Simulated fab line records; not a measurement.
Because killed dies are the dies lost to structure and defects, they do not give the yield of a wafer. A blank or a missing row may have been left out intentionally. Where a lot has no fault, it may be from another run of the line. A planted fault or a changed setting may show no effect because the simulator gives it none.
Chamber matching / flow n5Finfet / N5_HKMG_FIN_ALD_21 on aldMetal-04 has 3 sister chambers
The step deposits TiN, target thk 1.5 nm, pulse time 1 s, purge time 3 s. 3 wafers are shown with their chamber, then 4 later ones without.

EACH WAFER AND ITS CHAMBER
wafer=L085.5; chamber=2; heaterPowerW (W)=985
wafer=L093.3; chamber=0; heaterPowerW (W)=879
wafer=L093.4; chamber=1; heaterPowerW (W)=893

WAFERS MISSING THEIR CHAMBER
wafer=L095.1; heaterPowerW (W)=871
wafer=L095.6; heaterPowerW (W)=988
wafer=L096.1; heaterPowerW (W)=1018
wafer=L096.2; heaterPowerW (W)=891

THE CHAMBER EACH PASSED THROUGH
wafer=L095.1; from the rows above=can't be placed: 0 or 1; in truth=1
wafer=L095.6; from the rows above=2; in truth=2
wafer=L096.1; from the rows above=2; in truth=2
wafer=L096.2; from the rows above=can't be placed: 1 or 0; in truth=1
Correctly placed: 2 of 4. Not placeable from these rows: 2 (in 2, the candidates include the true chamber). 0 placed wrongly.
How it was worked out, from the rows above alone: a wafer's distance from a chamber is the root of the sum, over the readings, of the square of ((its reading less the chamber's mean) divided by the reading's scatter). If the next closest chamber is less than 2 further off than the closest, the wafer can't be placed; otherwise it belongs to the closest. Each chamber's mean is taken over the wafers shown for it. The scatter: root of mean squared gap, hidden wafer to nearest shown wafer, with one shown wafer a chamber.
